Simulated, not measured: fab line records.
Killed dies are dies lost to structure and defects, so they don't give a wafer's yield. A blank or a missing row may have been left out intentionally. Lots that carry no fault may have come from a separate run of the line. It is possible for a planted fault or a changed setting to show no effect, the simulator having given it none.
Chamber matching + flow n5_finfet + 3 sister chambers for N5_BEOL_M8_CURE_75 on uv_cure-02
The step cures SiCOH lowk, time 120 s. 6 wafers are shown with their chamber, then 11 later ones without.

## EACH WAFER AND ITS CHAMBER
| wafer  | chamber | lamp_power_pct (%) | wafer_temp_C_max |
|--------|---------|--------------------|------------------|
| L077.2 | 0       | 52.33              | 370.7            |
| L077.3 | 0       | 52.26              | 371.1            |
| L085.4 | 1       | 52.33              | 370.8            |
| L089.4 | 2       | 52.40              | 371.3            |
| L089.6 | 2       | 52.36              | 371.3            |
| L088.2 | 1       | 52.38              | 371.4            |

## WAFERS WHOSE CHAMBER IS MISSING
| wafer  | lamp_power_pct (%) | wafer_temp_C_max |
|--------|--------------------|------------------|
| L088.5 | 52.27              | 371.0            |
| L088.6 | 52.29              | 370.5            |
| L090.2 | 52.34              | 371.7            |
| L090.4 | 52.28              | 371.4            |
| L090.5 | 52.22              | 371.2            |
| L091.2 | 52.26              | 370.7            |
| L091.5 | 52.28              | 371.2            |
| L091.6 | 52.38              | 371.4            |
| L096.3 | 52.32              | 371.0            |
| L096.4 | 52.23              | 371.0            |
| L096.6 | 52.36              | 370.7            |

## CHAMBER TAKEN BY EACH
| wafer  | from the rows above          | in truth |
|--------|------------------------------|----------|
| L088.5 | can't be placed: 0 or 1      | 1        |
| L088.6 | can't be placed: 0 or 1      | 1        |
| L090.2 | can't be placed: 2 or 1 or 0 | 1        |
| L090.4 | can't be placed: 0 or 1 or 2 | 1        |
| L090.5 | can't be placed: 0 or 1 or 2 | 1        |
| L091.2 | can't be placed: 0 or 1      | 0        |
| L091.5 | can't be placed: 0 or 1 or 2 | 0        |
| L091.6 | can't be placed: 2 or 1      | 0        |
| L096.3 | can't be placed: 0 or 1 or 2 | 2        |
| L096.4 | can't be placed: 0 or 1      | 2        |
| L096.6 | can't be placed: 1 or 0 or 2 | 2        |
Correctly placed: 0 of 11. Can't be placed from these rows: 11 (the true chamber is among the candidates in 9). Wrongly placed: 0.
How it was worked out, from the rows above alone: a wafer's distance from a chamber is the root of the sum, over the readings, of the square of ((its reading less the chamber's mean) divided by the reading's scatter). The wafer belongs to the nearest chamber; if the next one is less than 2 further off, it can't be placed. A chamber's mean is the mean of its shown wafers. The scatter: the root of (the sum of the squares of (reading less its chamber's mean) over the shown wafers, divided by (wafers less chambers)).
